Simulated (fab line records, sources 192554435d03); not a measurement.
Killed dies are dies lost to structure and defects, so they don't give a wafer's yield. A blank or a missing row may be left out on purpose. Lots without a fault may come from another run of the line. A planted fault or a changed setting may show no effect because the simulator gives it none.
Chamber matching | flow n5_finfet | N5_BEOL_M4_ALD_98 on ald_sin-02: 4 sister chambers
The step deposits SiO2, target thk 2.5 nm, pulse time 1 s, co reactant pulse time 1 s. 4 wafers are shown with their chamber, then 8 later ones without.

WAFERS WITH THEIR CHAMBER
wafer  | chamber | heater_power_w (W)
L082.3 | 1       | 67
L084.1 | 3       | 67
L084.2 | 0       | 89
L085.2 | 2       | 65

WAFERS WITHOUT THEIR CHAMBER
wafer  | heater_power_w (W)
L085.3 | 65
L085.5 | 65
L091.1 | 66
L091.3 | 89
L091.5 | 66
L095.1 | 67
L095.2 | 65
L095.4 | 88

WHICH CHAMBER EACH WENT THROUGH
wafer  | from the rows above          | in truth
L085.3 | 2                            | 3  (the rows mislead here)
L085.5 | 2                            | 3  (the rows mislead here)
L091.1 | can't be placed: 1 or 2 or 3 | 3
L091.3 | 0                            | 0
L091.5 | can't be placed: 1 or 2 or 3 | 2
L095.1 | can't be placed: 1 or 3      | 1
L095.2 | 2                            | 2
L095.4 | 0                            | 0
Placed correctly: 3 of 8. Can't be placed from these rows: 3 (the true chamber is among the candidates in 3). Placed wrongly: 2.
How it was worked out, from the rows above alone: a wafer's distance from a chamber is the root of the sum, over the readings, of the square of ((its reading less the chamber's mean) divided by the reading's scatter). The wafer belongs to the nearest chamber; if the next one is less than 2 further off, it can't be placed. A chamber's mean is the mean of its shown wafers. The scatter: with one shown wafer a chamber, the root of the mean of the squares of how far each hidden wafer lies from its nearest shown one.
